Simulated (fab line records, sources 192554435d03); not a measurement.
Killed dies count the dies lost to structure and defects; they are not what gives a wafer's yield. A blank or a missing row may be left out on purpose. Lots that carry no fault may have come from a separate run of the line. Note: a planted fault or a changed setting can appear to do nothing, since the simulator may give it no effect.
Which tool is to blame? ; flow n5-finfet ; 42 wafers sampled from 14 lots at 1 step of a route of 1938

## WHAT THE GAUGES READ, wafer by wafer
N5_ILD0_THK_MEAS_08.
lot;measured;on;thk-nm (nm)
L703;day 3 14:03;film-metro-02;136.8 138.9 138.8
L704;day 3 23:02;film-metro-02;139.5 139.6 139.8
L706;day 4 08:24;film-metro-02;137.5 136.9 137.5
L708;day 4 19:31;film-metro-02;137.5 138.1 138.8
L709;day 5 08:11;film-metro-01;137.3 137.1 136.6
L715;day 6 14:29;film-metro-02;138.0 138.2 139.3
L716;day 6 20:11;film-metro-01;139.3 138.9 139.6
L717;day 7 00:11;film-metro-02;136.5 137.9 138.1
L719;day 7 13:18;film-metro-02;136.9 136.1 137.3
L720;day 7 20:37;film-metro-02;139.3 140.0 139.2
L721;day 8 06:18;film-metro-02;137.4 138.9 138.9
L722;day 8 07:37;film-metro-02;139.2 139.6 140.4
L725;day 9 00:51;film-metro-02;139.3 137.9 139.3
L726;day 9 09:32;film-metro-01;138.1 138.3 138.3

## TOOL THAT RAN EACH LOT (tool first, then ch and the chambers of the sampled wafers, then the start)
Before these readings, the record contains no process step.

## WHAT THE TOOLS THEMSELVES READ (means of the sampled wafers that have a number; where no wafer has one, the mark that the record gives instead)
The record holds no such reading with a usual standard deviation.

## THE ANSWER, worked out from the rows above alone
Rule: the lots themselves supply what counts as usual. Put in order of their means at a reading, lots are off if they are a third of the lots or fewer, leave a main group of 4 or more, and stand apart from it by a gap of 3 or more times the standard deviation of the main group's means; of several such gaps the widest counts. If all means in a main group match to the digits the tables above print for the reading, that group is not used. A lot without any number at a reading at which 4 lots or more have one is off too. Where the step has rows for the other lots, those lots are counted as sound. The gauges are gone through in route order, then the tools' own readings, and for those a lot's mean is taken as printed above. The first step at which some lot is off is used, and at that step the reading that is off furthest; a lot without a number counts as furthest.
No lot is off at any reading shown: from this, nothing can be told.

## WHAT HAD BEEN PUT IN BY THE SIMULATOR
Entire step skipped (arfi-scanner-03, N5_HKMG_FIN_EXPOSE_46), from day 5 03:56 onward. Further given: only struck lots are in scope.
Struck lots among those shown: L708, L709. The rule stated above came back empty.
